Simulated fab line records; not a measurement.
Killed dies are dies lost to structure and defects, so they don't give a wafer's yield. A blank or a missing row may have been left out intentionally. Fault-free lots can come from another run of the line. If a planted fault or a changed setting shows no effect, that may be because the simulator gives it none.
Chamber matching :: flow nand-harc :: NHARC_A_DECK1_JOINT_CMP_02 on cmp-03 has 4 sister chambers
The step polishes SiOx. 8 wafers are shown with their chamber, then 12 later ones without.

== WAFERS PAIRED WITH THEIR CHAMBERS ==
wafer: L084.2
chamber: 2
motor-current-A (A): 14.2

wafer: L084.6
chamber: 1
motor-current-A (A): 11.6

wafer: L085.1
chamber: 1
motor-current-A (A): 12.0

wafer: L085.4
chamber: 0
motor-current-A (A): 13.0

wafer: L085.5
chamber: 3
motor-current-A (A): 10.8

wafer: L089.1
chamber: 3
motor-current-A (A): 11.0

wafer: L089.2
chamber: 0
motor-current-A (A): 13.1

wafer: L089.6
chamber: 2
motor-current-A (A): 14.3

== WAFERS MISSING THEIR CHAMBER ==
wafer: L090.1
motor-current-A (A): 14.2

wafer: L090.3
motor-current-A (A): 11.5

wafer: L090.6
motor-current-A (A): 13.5

wafer: L093.1
motor-current-A (A): 11.4

wafer: L093.3
motor-current-A (A): 15.0

wafer: L093.4
motor-current-A (A): 10.6

wafer: L095.1
motor-current-A (A): 14.9

wafer: L095.2
motor-current-A (A): 13.1

wafer: L095.5
motor-current-A (A): 15.2

wafer: L095.3
motor-current-A (A): 10.8

wafer: L095.4
motor-current-A (A): 11.9

wafer: L095.6
motor-current-A (A): 11.4

== CHAMBER TAKEN BY EACH ==
wafer: L090.1
from the rows above: 2
in truth: 2

wafer: L090.3
from the rows above: can't be placed: 1 or 3
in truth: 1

wafer: L090.6
from the rows above: can't be placed: 0 or 2
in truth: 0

wafer: L093.1
from the rows above: can't be placed: 1 or 3
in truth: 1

wafer: L093.3
from the rows above: 2
in truth: 2

wafer: L093.4
from the rows above: 3
in truth: 3

wafer: L095.1
from the rows above: 2
in truth: 2

wafer: L095.2
from the rows above: 0
in truth: 0

wafer: L095.5
from the rows above: 2
in truth: 2

wafer: L095.3
from the rows above: 3
in truth: 3

wafer: L095.4
from the rows above: 1
in truth: 1

wafer: L095.6
from the rows above: can't be placed: 1 or 3
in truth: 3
Placed correctly: 8 of 12. Not placeable from these rows: 4 (in 4, the candidates include the true chamber). 0 placed wrongly.
How it was worked out, from the rows above alone: a wafer's distance from a chamber is the root of the sum, over the readings, of the square of ((its reading less the chamber's mean) divided by the reading's scatter). If the next closest chamber is less than 2 further off than the closest, the wafer can't be placed; otherwise it belongs to the closest. A chamber's mean is the mean of its shown wafers. The scatter: take each reading less its chamber's mean, square it, sum over the shown wafers, divide by the number of wafers less the number of chambers, and take the root.
